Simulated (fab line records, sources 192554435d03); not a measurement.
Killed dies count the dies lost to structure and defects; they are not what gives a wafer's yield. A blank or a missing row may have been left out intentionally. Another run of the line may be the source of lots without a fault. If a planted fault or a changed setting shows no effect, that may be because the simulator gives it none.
The tool behind it: which one?    flow n5Finfet    15 lots with 43 wafers sampled at 2 steps, on a route of 1938 steps

WHAT THE GAUGES READ, wafer by wafer
N5_BEOL_M3_INSPECT_59: inspects for defects (darkfield). Usual: rawDefectCount reads 79 (standard deviation 25).
lot   measured      on                rawDefectCount  flag
L570  day 8 11:04   defectInspect-02  86 70 93        
L574  day 8 17:37   defectInspect-01  143 68 69       
L572  day 8 17:46   defectInspect-02  152 93 91       
L573  day 8 19:56   defectInspect-02  61 57 54        
L575  day 8 21:55   defectInspect-01  59 85 78        
L579  day 9 19:17   defectInspect-01  68 91           
L578  day 9 19:31   defectInspect-01  86 96 119       
L580  day 10 07:30  defectInspect-01  56 50 88        
L581  day 10 19:18  defectInspect-01  92 79 62        
L582  day 11 00:15  defectInspect-02  98 72 65        
L584  day 11 05:34  defectInspect-02  64 46 92        
L585  day 11 18:37  defectInspect-01  54 40 58        
L592  day 13 02:51  defectInspect-01  74 49           
L591  day 13 14:24  defectInspect-01  75 54 127       
L593  day 13 21:39  defectInspect-01  72 45 117       

TOOL THAT RAN EACH LOT (tool first, then ch and the chambers of the sampled wafers, then the start)
lot   N5_BEOL_M3_SPUTTER_94
L570  pvdSputter-02, day 8 09:40
L574  pvdSputter-01, day 8 15:48
L572  pvdSputter-03, day 8 16:04
L573  pvdSputter-03, day 8 18:39
L575  pvdSputter-03, day 8 20:29
L579  pvdSputter-01, day 9 17:58
L578  pvdSputter-03, day 9 18:14
L580  pvdSputter-01, day 10 05:57
L581  pvdSputter-02, day 10 18:01
L582  pvdSputter-01, day 10 22:57
L584  pvdSputter-03, day 11 04:16
L585  pvdSputter-03, day 11 17:19
L592  pvdSputter-02, day 13 01:33
L591  pvdSputter-02, day 13 13:02
L593  pvdSputter-01, day 13 20:22
- N5_BEOL_M3_SPUTTER_94: material Cu, target thk 4.5 nm, time 8.29 s.

AS READ BY THE TOOLS THEMSELVES (means over the sampled wafers that have a number; for cases with no such wafer, the mark the record gives instead)
N5_BEOL_M3_SPUTTER_94. Usual: throttleValvePct reads 30.3 % (standard deviation 0.97).
lot   tool           throttleValvePct (%)  flag
L570  pvdSputter-02  30.1                  
L574  pvdSputter-01  29.1                  
L572  pvdSputter-03  30.8                  
L573  pvdSputter-03  31.2                  
L575  pvdSputter-03  31.2                  
L579  pvdSputter-01  30.0                  
L578  pvdSputter-03  31.8                  
L580  pvdSputter-01  29.4                  
L581  pvdSputter-02  29.7                  
L582  pvdSputter-01  29.4                  
L584  pvdSputter-03  31.9                  
L585  pvdSputter-03  31.2                  
L592  pvdSputter-02  30.2                  
L591  pvdSputter-02  30.1                  
L593  pvdSputter-01  29.7                  

THE ANSWER, worked out from the rows above alone
Rule: lot off if the mean of its wafers having a number is beyond 3 standard deviations from the usual mean. A lot without any number at a reading at which 4 lots or more have one is off too. The other lots that the step has rows for count as sound. First the gauges in route order, then the tools' own readings, where a lot's mean is used as printed above. The first step at which some lot is off is used, and at that step the reading that is off furthest; a lot without a number counts as furthest.
Nothing can be told from this: no lot is off at any reading shown.

WHAT THE SIMULATOR HAD INSERTED
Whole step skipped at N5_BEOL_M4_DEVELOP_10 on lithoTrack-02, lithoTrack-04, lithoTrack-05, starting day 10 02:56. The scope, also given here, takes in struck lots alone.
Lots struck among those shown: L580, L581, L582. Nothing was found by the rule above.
